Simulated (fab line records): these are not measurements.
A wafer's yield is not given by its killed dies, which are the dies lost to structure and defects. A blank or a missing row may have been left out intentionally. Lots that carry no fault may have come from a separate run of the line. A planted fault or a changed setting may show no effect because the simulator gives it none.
Which tool was responsible? | flow nand_harc | 6 lots with 18 wafers sampled at 4 steps, on a route of 1302 steps

## WHAT THE GAUGES SHOWED, per wafer
NHARC_END_SORT_01.
lot  | measured     | on        | killed_dies
L921 | day 25 06:57 | prober-01 | 86 77 72
L924 | day 26 13:50 | prober-02 | 44 59 49
L934 | day 31 14:28 | prober-02 | 677 677 677
L937 | day 32 08:44 | prober-01 | 83 99 103
L938 | day 33 03:55 | prober-02 | 66 74 64
L939 | day 33 11:40 | prober-01 | 63 57 74

## TOOL THAT RAN EACH LOT (tool first, then ch and the chambers of the sampled wafers, then the start)
lot  | NHARC_A_M1_PRE_CLEAN_32         | NHARC_A_BONDPAD_ETCH_12            | NHARC_A_BONDPAD_ETCH_24
L921 | pecvd-01 ch 0,1,2, day 23 20:41 | rie_diel-05 ch 0,3, day 23 22:54   | rie_diel-05 ch 0,1,3, day 25 06:57 or earlier
L924 | pecvd-02 ch 0,1,2, day 25 03:04 | rie_diel-06 ch 0,1,3, day 25 05:19 | rie_diel-06 ch 0,1,3, day 26 13:50 or earlier
L934 | pecvd-03 ch 0,1,2, day 30 03:06 | rie_diel-05 ch 0,1, day 30 05:11   | rie_diel-05 ch 0,3, day 31 14:28 or earlier
L937 | pecvd-01 ch 0,1,2, day 30 20:13 | rie_diel-05 ch 1,3, day 30 22:28   | rie_diel-05 ch 0,1,3, day 30 22:53
L938 | pecvd-01 ch 0,1,2, day 31 12:10 | rie_diel-05 ch 0,3, day 31 14:16   | rie_diel-03 ch 2,3, day 33 03:55 or earlier
L939 | pecvd-03 ch 0,1,2, day 32 01:59 | rie_diel-06 ch 1,2, day 32 04:04   | rie_diel-03 ch 0,1, day 33 11:40 or earlier
- NHARC_A_M1_PRE_CLEAN_32: time 12 s.
- NHARC_A_BONDPAD_ETCH_12: etches the open film in CHF3/O2, target depth 220 nm, time 110 s.
- NHARC_A_BONDPAD_ETCH_24: etches the open film in CF4/N2, target depth 30 nm, time 72.99 s.

## THE ANSWER, worked out from the rows above alone
Rule: the lots themselves supply what counts as usual. Put in order of their means at a reading, lots are off if they are a third of the lots or fewer, leave a main group of 4 or more, and stand apart from it by a gap of 3 or more times the standard deviation of the main group's means; of several such gaps the widest counts. A main group is skipped when, at the precision printed for the reading in the tables above, its means are all equal. A lot without any number at a reading at which 4 lots or more have one is off too. Where the step has rows for the other lots, those lots are counted as sound.
Off, at NHARC_END_SORT_01 on killed_dies: L934. Mean 71 and standard deviation 15 in the main group.
If a tool, at a process step before that reading, ran all the lots that are off and no sound lot after the first of them, it fits. The gauges at NHARC_END_SORT_01 are tried like those tools. NHARC_A_BONDPAD_ETCH_24: start missing for some lots; hours and lot order therefore follow NHARC_END_SORT_01. Not one of the candidates tried fits.

## WHAT HAD BEEN PUT IN BY THE SIMULATOR
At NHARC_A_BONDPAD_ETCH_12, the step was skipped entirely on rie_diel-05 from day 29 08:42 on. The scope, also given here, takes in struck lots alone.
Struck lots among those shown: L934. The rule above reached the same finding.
